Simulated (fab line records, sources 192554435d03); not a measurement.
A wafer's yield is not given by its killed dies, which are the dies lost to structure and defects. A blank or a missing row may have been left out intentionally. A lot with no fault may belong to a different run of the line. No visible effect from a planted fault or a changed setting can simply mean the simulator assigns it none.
A lot that was struck, set against a sound lot :: flow n5_finfet :: 37 steps out of a route of 1938
Sound: these wafers, L960.1, L960.2, L960.5. Struck: wafers L963.1, L963.2. (L963.4 of the same lot was not struck and is left out.) The cause comes at the end.
Per side, at each step with rows, come the tool, then ch with its chambers, and then its first start. Under that, the readings that differ: sound wafers :: struck wafers :: difference of the means :: sigmas: that difference in standard deviations of wafers without a fault.
alike: words and numbers the same on both sides, and readings whose means are apart by under 2 such deviations; not compared: readings that were withheld, readings missing a value for some wafer, numbers with overlapping values and no deviation given by the record, and bounds like >300 which may hide the same value.
A row with sigmas, a row that says differs or no value, or rows on one side alone: a step with any of these is where the two part. Numbers that have no deviation but don't overlap get no sigmas and don't part them. A reading missing from all wafers of one side parts the sides only when that side holds two or more wafers.

first, 9 steps without rows for these wafers: N5_BEOL_M4_ANNEAL_95 (time 240 s); N5_BEOL_M4_SPUTTER_96 (material Cu, target thk 4.5 nm, time 8.29 s); N5_BEOL_M4_ECD_50 (material Cu, target thk 300 nm); N5_BEOL_M4_ANNEAL_51 (time 90 s); N5_BEOL_M4_CMP_52 (polishes, stops on SiOC, t overpolish 6.8 s, target thk 40 nm); N5_BEOL_M4_PRE_CLEAN_60 (time 15 s); N5_BEOL_M4_CO_CAP_55 (material Co, precursor CCTBA/H2, target thk 2 nm, time 102.1 s); N5_BEOL_M4_PRE_CLEAN_56 (time 15 s); N5_BEOL_M4_DEP_57 (deposits SiCN from 3MS/NH3, target thk 8 nm, time 14 s).
N5_BEOL_M4_RC_MEAS_101:
  sound on prober-01 ch 0, day 13 00:51; struck on prober-01 ch 0, day 13 22:10
  alike: DIBL_N, DIBL_P, IOFF_N, IOFF_P, ION_N, ION_P, SS_N, SS_P, VT_N, VT_P
then, 24 steps without rows for these wafers: N5_BEOL_M5_ILD_DEP_00 (deposits SiCOH lowk from DEMS/porogen, target thk 140.64 nm, time 25.9 s); N5_BEOL_M5_CURE_79 (cures SiCOH lowk, time 240 s); N5_BEOL_M5_PECVD_70 (deposits SiO2 from TEOS/O2, target thk 16 nm, time 18 s); N5_BEOL_M5_HM_DEP_02 (deposits TiN, target thk 20 nm); N5_BEOL_M5_COAT_59 (time 60 s, resist thk 60 nm); N5_BEOL_M5_COAT_60 (time 60 s, resist thk 12 nm); N5_BEOL_M5_COAT_71 (time 60 s, resist thk 5 nm); N5_BEOL_M5_COAT_05 (resist thk 30 nm); N5_BEOL_M5_EBR_07; N5_BEOL_M5_SOFTBAKE_06 (time 60 s); N5_BEOL_M5_EXPOSE_08 (exposes mask M5, target cd 28 nm); N5_BEOL_M5_PEB_09 (peb time 60 s); N5_BEOL_M5_DEVELOP_10 (develop time 30 s); N5_BEOL_M5_DESCUM_16 (chemistry O2, time 7 s); N5_BEOL_M5_ETCH_72 (etches underlayer in N2/H2, target depth 6.5 nm, time 5.2 s); N5_BEOL_M5_ETCH_61 (etches SiARC in CF4, target depth 15.6 nm, time 26 s); N5_BEOL_M5_ETCH_62 (etches SOC in N2/H2, target depth 75 nm, overetch 15 nm, time 112.5 s); N5_BEOL_M5_STRIP_63 (strips in N2/H2); N5_BEOL_M5_STRIP_73 (strips in N2/H2); N5_BEOL_M5_STRIP_64 (strips in CF4); N5_BEOL_M5_HM_OPEN_17 (chemistry Cl2/BCl3, target TiN, target depth 20 nm, overetch 6 nm); N5_BEOL_M5_STRIP_19 (strips in O2); N5_BEOL_M5_COAT_65 (time 60 s, resist thk 60 nm); N5_BEOL_M5_COAT_66 (time 60 s, resist thk 12 nm).
-- here the record skips 3 days between the struck wafers' starts before and after, leaving off in module BEOL_M5 and picking up in module BEOL_M15 (first step shown: number 1779 of the route) --
N5_BEOL_M15_EXPOSE_07: exposes mask V14.
  sound on krf_scanner-02 ch 0, day 16 23:07; struck on krf_scanner-02 ch 0, day 17 08:25
  alike: mask
N5_BEOL_M15_CD_MEAS_10: target cd 360 nm.
  sound on cd_sem-01 ch 0, day 16 23:17; struck on cd_sem-03 ch 0, day 17 08:35
reading: cd_nm (nm)
sound: 362.3 361.8 362.0
struck: 411.0 410.7
difference: +48.8
sigmas: +44
N5_PASSIVATION_PROBE_49:
  only the struck wafers here have rows in the record (prober-01, day 18 03:50); the sound ones have none

== WHERE THEY PART ==
Last at N5_PASSIVATION_PROBE_49 as far as this record goes, first at N5_BEOL_M15_CD_MEAS_10.

WHY: the cause the simulator had injected
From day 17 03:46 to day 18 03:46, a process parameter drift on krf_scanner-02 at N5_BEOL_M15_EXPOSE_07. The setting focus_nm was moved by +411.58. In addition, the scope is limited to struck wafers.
